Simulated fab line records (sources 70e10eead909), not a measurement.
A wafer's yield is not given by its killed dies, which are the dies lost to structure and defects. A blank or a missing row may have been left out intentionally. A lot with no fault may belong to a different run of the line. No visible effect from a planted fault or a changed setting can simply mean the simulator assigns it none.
Struck lot and sound lot, side by side    flow nand-harc    14 out of 1302 route steps
Sound: these wafers, L910.1, L910.3, L910.5. Wafers struck: L919.2, L919.4, L919.5. The cause is named last.
Order at every step that has rows: each side's tool, ch and its chambers, its first start. Under that, the readings that differ: sound wafers    struck wafers    difference of the means    sigmas: that difference in standard deviations of wafers without a fault.
alike: same words and numbers on both sides, and readings whose means sit less than 2 such deviations apart. not compared: any withheld reading, any reading some wafer has no value for, any bound like >300 that may hide the same value, and any number with overlapping values for which the record gives no deviation.
A row with sigmas, a row that says differs or no value, or rows on one side alone: a step with any of these is where the two part. Numbers that have no deviation but don't overlap get no sigmas and don't part them. A reading that every wafer of one side lacks parts them only if that side has two wafers or more.

NHARC_P_M1_OVL_MEAS_10: pitch 260 nm.
  sound on overlay-02, day 9 10:16; struck on overlay-01, day 13 06:46
  alike: overlay-x-nm, overlay-y-nm
NHARC_P_M1_INSPECT_11:
  sound on defect-inspect-02, day 9 10:19; struck on defect-inspect-02, day 13 06:49
  alike: raw-defect-count
then, 2 steps without rows for these wafers: NHARC_P_M1_DESCUM_14 (chemistry O2, time 3 s); NHARC_P_M1_ETCH_35 (etches the open film in N2/H2, target depth 40 nm, overetch 12 nm, time 43.94 s).
NHARC_P_M1_ETCH_15: etches the open film in C4F8/Ar, target depth 182.5 nm, time 91.2 s.
  sound: rie-diel-09 ch 0,1,2; struck: rie-diel-09 ch 0,2,3
  alike: oes-product-au, rf-vpp-V
  not compared: rf-hours-counter-h
NHARC_P_M1_CD_MEAS_16:
  sound on cd-sem-03, day 9 10:40; struck on cd-sem-03, day 13 07:11
  alike: cd-nm
NHARC_P_M1_STRIP_18: strips in N2/H2.
  sound on rie-diel-07 ch 0,1,3, day 9 10:45; struck on rie-diel-13 ch 0,2,3, day 13 07:19
  alike: drypump-motor-current-A, oes-product-au, rf-vpp-V, showerhead-plenum-p-Torr, throttle-valve-pct
  not compared: rf-hours-counter-h
NHARC_P_M1_ETCH_28: etches the open film in CF4/N2, target depth 30 nm, time 72.99 s.
  sound: rie-diel-07 ch 0,1; struck: rie-diel-13 ch 0,2
  alike: drypump-motor-current-A, oes-product-au, rf-vpp-V, showerhead-plenum-p-Torr, throttle-valve-pct
  not compared: rf-hours-counter-h
then, 2 steps without rows for these wafers: NHARC_P_M1_STRIP_19 (strips in post etch residue remover, time 600 s); NHARC_P_M1_DEGAS_29 (time 60 s).
NHARC_P_M1_PRE_CLEAN_30: time 30 s.
  sound on pvd-sputter-01; struck on pvd-sputter-02
  alike: heater-power-w
NHARC_P_M1_PVD_20: deposits TaN, target thk 5 nm, time 8.06 s.
  sound on pvd-sputter-01; struck on pvd-sputter-02
  alike: bias-v, cathode-dc-power-W, throttle-valve-pct
NHARC_P_M1_PVD_21: deposits Cu, target thk 30 nm, time 20.49 s.
  sound on pvd-sputter-01, day 9 11:38; struck on pvd-sputter-02, day 13 08:15
  no value came back on the struck wafers for cathode-dc-power-W (W), chamber-pressure-pa (Pa), throttle-valve-pct (%); on the sound wafers cathode-dc-power-W (W) reads 5001.2 5001.4 5002.6
then, 1 step without rows for these wafers: NHARC_P_M1_ECD_22 (material Cu, target thk 400 nm).

== WHERE THEY PART ==
Within this record, at NHARC_P_M1_PVD_21 only.

WHY: whatever the simulator had introduced
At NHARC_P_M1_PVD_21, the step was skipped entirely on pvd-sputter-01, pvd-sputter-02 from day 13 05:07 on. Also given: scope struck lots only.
